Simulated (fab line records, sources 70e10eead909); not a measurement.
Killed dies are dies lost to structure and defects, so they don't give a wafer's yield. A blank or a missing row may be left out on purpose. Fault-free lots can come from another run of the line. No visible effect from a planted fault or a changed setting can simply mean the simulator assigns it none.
Chamber matching :: flow nand harc :: 4 sister chambers for NHARC_A_CONTACT_ETCH_31 on rie diel-03
The step etches the open film in O2/COS, target depth 2800 nm, time 728 s. 8 wafers are shown with their chamber, then 7 later ones without.

## EACH WAFER AND ITS CHAMBER
wafer: L679.5
chamber: 0
showerhead plenum p Torr (Torr): 2.93
drypump motor current A (A): 5.8

wafer: L680.4
chamber: 2
showerhead plenum p Torr (Torr): 2.98
drypump motor current A (A): 5.8

wafer: L682.5
chamber: 3
showerhead plenum p Torr (Torr): 3.30
drypump motor current A (A): 5.3

wafer: L685.2
chamber: 0
showerhead plenum p Torr (Torr): 2.93
drypump motor current A (A): 5.8

wafer: L685.3
chamber: 1
showerhead plenum p Torr (Torr): 3.02
drypump motor current A (A): 5.1

wafer: L685.4
chamber: 3
showerhead plenum p Torr (Torr): 3.30
drypump motor current A (A): 5.2

wafer: L690.1
chamber: 2
showerhead plenum p Torr (Torr): 2.97
drypump motor current A (A): 5.8

wafer: L690.4
chamber: 1
showerhead plenum p Torr (Torr): 3.01
drypump motor current A (A): 5.1

## WAFERS WITHOUT THEIR CHAMBER
wafer: L690.5
showerhead plenum p Torr (Torr): 2.92
drypump motor current A (A): 5.8

wafer: L691.1
showerhead plenum p Torr (Torr): 2.97
drypump motor current A (A): 5.8

wafer: L691.3
showerhead plenum p Torr (Torr): 3.01
drypump motor current A (A): 5.1

wafer: L691.4
showerhead plenum p Torr (Torr): 3.29
drypump motor current A (A): 5.2

wafer: L702.1
showerhead plenum p Torr (Torr): 2.96
drypump motor current A (A): 5.8

wafer: L702.4
showerhead plenum p Torr (Torr): 3.29
drypump motor current A (A): 5.2

wafer: L702.5
showerhead plenum p Torr (Torr): 3.29
drypump motor current A (A): 5.2

## CHAMBER TAKEN BY EACH
wafer: L690.5
from the rows above: 0
in truth: 0

wafer: L691.1
from the rows above: 2
in truth: 2

wafer: L691.3
from the rows above: 1
in truth: 1

wafer: L691.4
from the rows above: 3
in truth: 3

wafer: L702.1
from the rows above: 2
in truth: 2

wafer: L702.4
from the rows above: 3
in truth: 3

wafer: L702.5
from the rows above: 3
in truth: 3
Placed correctly: 7 of 7. Can't be placed from these rows: 0. Wrongly placed: 0.
How it was worked out, from the rows above alone: a wafer's distance from a chamber is the root of the sum, over the readings, of the square of ((its reading less the chamber's mean) divided by the reading's scatter). If the next closest chamber is less than 2 further off than the closest, the wafer can't be placed; otherwise it belongs to the closest. Each chamber's mean is taken over the wafers shown for it. The scatter is the square root of a quotient: the sum, over the shown wafers, of each reading's squared deviation from its chamber's mean, divided by wafers minus chambers.
